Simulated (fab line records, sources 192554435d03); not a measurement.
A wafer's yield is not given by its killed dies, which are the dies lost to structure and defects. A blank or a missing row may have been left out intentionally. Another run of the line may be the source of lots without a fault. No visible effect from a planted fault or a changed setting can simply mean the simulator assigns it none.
Which tool did it? | flow n5_finfet | 10 lots with 30 wafers sampled at 6 steps, on a route of 1938 steps

WHAT THE GAUGES SHOWED, per wafer
N5_PMOS_HMC_CHANNEL_EPI_INSPECT_30: inspects for defects (darkfield).
lot  | measured    | on                | raw_defect_count
L666 | day 2 02:33 | defect_inspect-01 | 13 33 20
L667 | day 2 08:27 | defect_inspect-01 | 11 16 8
L670 | day 3 02:08 | defect_inspect-02 | 27 16 9
L671 | day 3 08:30 | defect_inspect-02 | 22 14 23
L672 | day 3 14:38 | defect_inspect-01 | 24 13 18
L674 | day 4 02:55 | defect_inspect-01 | 27 19 32
L675 | day 4 08:56 | defect_inspect-01 | 9 16 25
L684 | day 6 14:28 | defect_inspect-02 | 16 17 24
L687 | day 7 08:29 | defect_inspect-01 | 13 28 18
L688 | day 7 14:20 | defect_inspect-01 | 17 22 14

N5_FIN_SAQP_THK_MEAS_05.
lot  | measured    | on            | thk_nm (nm)
L666 | day 2 04:56 | film_metro-01 | 38.3 39.0 38.6
L667 | day 2 09:35 | film_metro-01 | 37.5 38.1 38.2
L670 | day 3 03:40 | film_metro-02 | 37.5 38.1 38.0
L671 | day 3 09:22 | film_metro-01 | 37.3 37.9 37.9
L672 | day 3 15:56 | film_metro-01 | 38.0 38.1 38.4
L674 | day 4 03:34 | film_metro-01 | 37.9 37.8 38.3
L675 | day 4 09:45 | film_metro-01 | 37.9 37.9 38.4
L684 | day 6 15:14 | film_metro-02 | 38.4 38.5 39.4
L687 | day 7 09:14 | film_metro-01 | 38.2 39.0 39.5
L688 | day 7 15:07 | film_metro-02 | 37.7 38.3 38.5

N5_FIN_SAQP_CD_MEAS_16: target cd 35.6 nm.
lot  | measured    | on        | cd_nm (nm)
L666 | day 2 05:37 | cd_sem-01 | 35.1 34.8 35.0
L667 | day 2 10:16 | cd_sem-01 | 36.1 36.2 35.7
L670 | day 3 04:15 | cd_sem-02 | 35.4 35.0 35.1
L671 | day 3 10:05 | cd_sem-03 | 35.8 35.9 36.1
L672 | day 3 16:41 | cd_sem-02 | 35.5 35.3 35.6
L674 | day 4 04:13 | cd_sem-01 | 38.3 38.2 38.6
L675 | day 4 10:28 | cd_sem-02 | 38.0 38.6 38.2
L684 | day 6 15:54 | cd_sem-02 | 35.7 36.1 35.7
L687 | day 7 09:56 | cd_sem-01 | 35.9 35.6 35.4
L688 | day 7 15:53 | cd_sem-01 | 35.7 35.6 35.3

N5_BEOL_M4_RC_MEAS_101.
lot  | measured     | on        | DIBL_N (mV/V)  | DIBL_P (mV/V)  | IOFF_N (nA/um) | IOFF_P (nA/um) | ION_N (uA/um) | ION_P (uA/um) | SS_N (mV/dec)  | SS_P (mV/dec)  | VT_N (mV)   | VT_P (mV)
L666 | day 10 11:23 | prober-01 | 33.7 33.8 35.0 | 33.5 33.5 35.4 | 0.13 0.12 0.15 | 0.19 0.19 0.22 | 671 659 664   | 471 464 463   | 71.2 71.0 71.5 | 72.6 73.0 72.8 | 252 254 250 | -249 -249 -251
L667 | day 9 17:16  | prober-01 | 37.6 35.8 35.0 | 38.7 35.3 35.0 | 0.17 0.13 0.12 | 0.21 0.16 0.16 | 675 672 666   | 462 452 455   | 72.0 71.6 70.9 | 73.9 72.1 72.7 | 248 252 252 | -250 -256 -255
L670 | day 10 16:30 | prober-02 | 36.3 35.1 37.4 | 35.5 33.6 36.4 | 0.15 0.13 0.18 | 0.19 0.17 0.21 | 674 667 694   | 463 462 471   | 70.6 70.5 71.2 | 73.7 73.0 72.5 | 251 250 246 | -251 -252 -254
L671 | day 10 15:55 | prober-01 | 35.5 35.7 34.7 | 36.4 36.0 34.5 | 0.16 0.15 0.13 | 0.22 0.21 0.18 | 679 668 663   | 465 457 451   | 71.4 71.8 71.7 | 73.5 72.9 73.5 | 248 251 253 | -251 -248 -250
L672 | day 11 12:28 | prober-01 | 36.8 36.9 37.2 | 38.9 38.7 40.1 | 0.19 0.19 0.20 | 0.26 0.26 0.29 | 690 682 697   | 472 471 486   | 71.3 71.8 71.9 | 74.1 73.6 74.9 | 249 249 247 | -248 -248 -245
L674 | day 11 17:00 | prober-02 | 35.4 37.9 36.7 | 35.7 38.7 37.3 | 0.15 0.21 0.18 | 0.18 0.23 0.20 | 665 697 674   | 457 468 454   | 71.2 71.7 71.2 | 72.8 74.1 73.0 | 251 246 249 | -254 -250 -251
L675 | day 12 20:27 | prober-01 | 37.5 38.0 37.4 | 36.6 38.8 37.6 | 0.17 0.20 0.18 | 0.23 0.28 0.25 | 674 689 680   | 463 475 464   | 71.9 71.8 71.6 | 73.4 73.5 73.1 | 247 246 247 | -249 -247 -244
L684 | day 14 05:22 | prober-02 | 34.3 34.8 33.7 | 32.5 33.8 31.3 | 0.10 0.12 0.09 | 0.13 0.14 0.12 | 642 676 651   | 435 460 442   | 70.7 71.0 70.2 | 72.8 73.8 71.9 | 257 253 258 | -258 -256 -259
L687 | day 15 18:29 | prober-02 | 35.4 34.7 40.7 | 36.1 35.6 41.8 | 0.13 0.13 0.24 | 0.16 0.16 0.26 | 665 662 697   | 456 456 463   | 71.8 71.1 73.0 | 72.6 73.2 74.2 | 254 252 245 | -253 -256 -247
L688 | day 16 21:25 | prober-01 | 35.7 37.1 35.8 | 34.9 36.6 35.0 | 0.15 0.17 0.15 | 0.21 0.23 0.21 | 665 670 680   | 459 462 463   | 71.9 72.6 72.4 | 72.9 73.0 72.9 | 250 248 253 | -250 -248 -251

WHICH TOOL RAN EACH LOT (tool, then ch and the chambers of the sampled wafers, then the start)
lot  | N5_FIN_SAQP_PECVD_48           | N5_FIN_SAQP_PEB_14
L666 | pecvd-04 ch 1,2, day 2 05:01   | litho_track-03 ch 0, day 2 05:33
L667 | pecvd-01 ch 0,1,2, day 2 09:40 | litho_track-02 ch 0, day 2 10:12
L670 | pecvd-02 ch 0,1, day 3 03:44   | litho_track-03 ch 0, day 3 04:11
L671 | pecvd-01 ch 0,1,2, day 3 09:26 | litho_track-02 ch 0, day 3 10:01
L672 | pecvd-04 ch 1, day 3 16:02     | litho_track-02 ch 0, day 3 16:37
L674 | pecvd-04 ch 0,1, day 4 03:40   | litho_track-03 ch 0, day 4 04:08
L675 | pecvd-01 ch 0,2, day 4 09:50   | litho_track-03 ch 0, day 4 10:24
L684 | pecvd-04 ch 0,1, day 6 15:22   | litho_track-02 ch 0, day 6 15:50
L687 | pecvd-01 ch 0,1, day 7 09:19   | litho_track-04 ch 0, day 7 09:52
L688 | pecvd-04 ch 0,1, day 7 15:14   | litho_track-04 ch 0, day 7 15:48
- N5_FIN_SAQP_PECVD_48: deposits SiNx from SiH4/NH3/N2, target thk 25 nm, time 22.1 s.
- N5_FIN_SAQP_PEB_14: peb time 60 s.

AS READ BY THE TOOLS THEMSELVES (means over the sampled wafers that have a number; for cases with no such wafer, the mark the record gives instead)
N5_FIN_SAQP_PECVD_48.
lot  | tool     | heater_power_w (W) | showerhead_plenum_p_Torr (Torr) | throttle_valve_pct (%)
L666 | pecvd-04 | 732                | 5.15                            | 40.3
L667 | pecvd-01 | 738                | 5.06                            | 39.4
L670 | pecvd-02 | 768                | 5.22                            | 40.3
L671 | pecvd-01 | 722                | 5.06                            | 39.6
L672 | pecvd-04 | 795                | 5.18                            | 38.0
L674 | pecvd-04 | 694                | 5.17                            | 39.0
L675 | pecvd-01 | 687                | 5.10                            | 40.5
L684 | pecvd-04 | 670                | 5.16                            | 40.3
L687 | pecvd-01 | 778                | 5.04                            | 38.8
L688 | pecvd-04 | 677                | 5.17                            | 39.1

THE ANSWER, worked out from the rows above alone
Rule: usual is defined by the lots themselves. Put in order of their means at a reading, lots are off if they are a third of the lots or fewer, leave a main group of 4 or more, and stand apart from it by a gap of 3 or more times the standard deviation of the main group's means; of several such gaps the widest counts. A main group whose means are all the same, to the digits that the tables above print for the reading, isn't used. A lot without any number at a reading at which 4 lots or more have one is off too. Any other lot the step has rows for is counted as sound. First the gauges in route order, then the tools' own readings, where a lot's mean is used as printed above. At the first step where some lot is off, the reading lying furthest off is the one used; lots without a number count as furthest.
Off: L674, L675, at N5_FIN_SAQP_CD_MEAS_16 (cd_nm). The main group has a mean of 35.6 nm with a standard deviation of 0.34.
If a tool, at a process step before that reading, ran all the lots that are off and no sound lot after the first of them, it fits. Gauges at N5_FIN_SAQP_CD_MEAS_16: tried the same way as those tools. One candidate fits, namely litho_track-03 at N5_FIN_SAQP_PEB_14. A fault onset in the window from L670 (day 3 04:11, its last sound lot) to L674 (day 4 04:08, its first lot off) fits.

WHAT WAS PUT IN BY THE SIMULATOR
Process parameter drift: litho_track-03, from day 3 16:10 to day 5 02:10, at N5_FIN_SAQP_PEB_14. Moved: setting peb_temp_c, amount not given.
Struck lots among those shown: L674, L675. The rule above found the same.
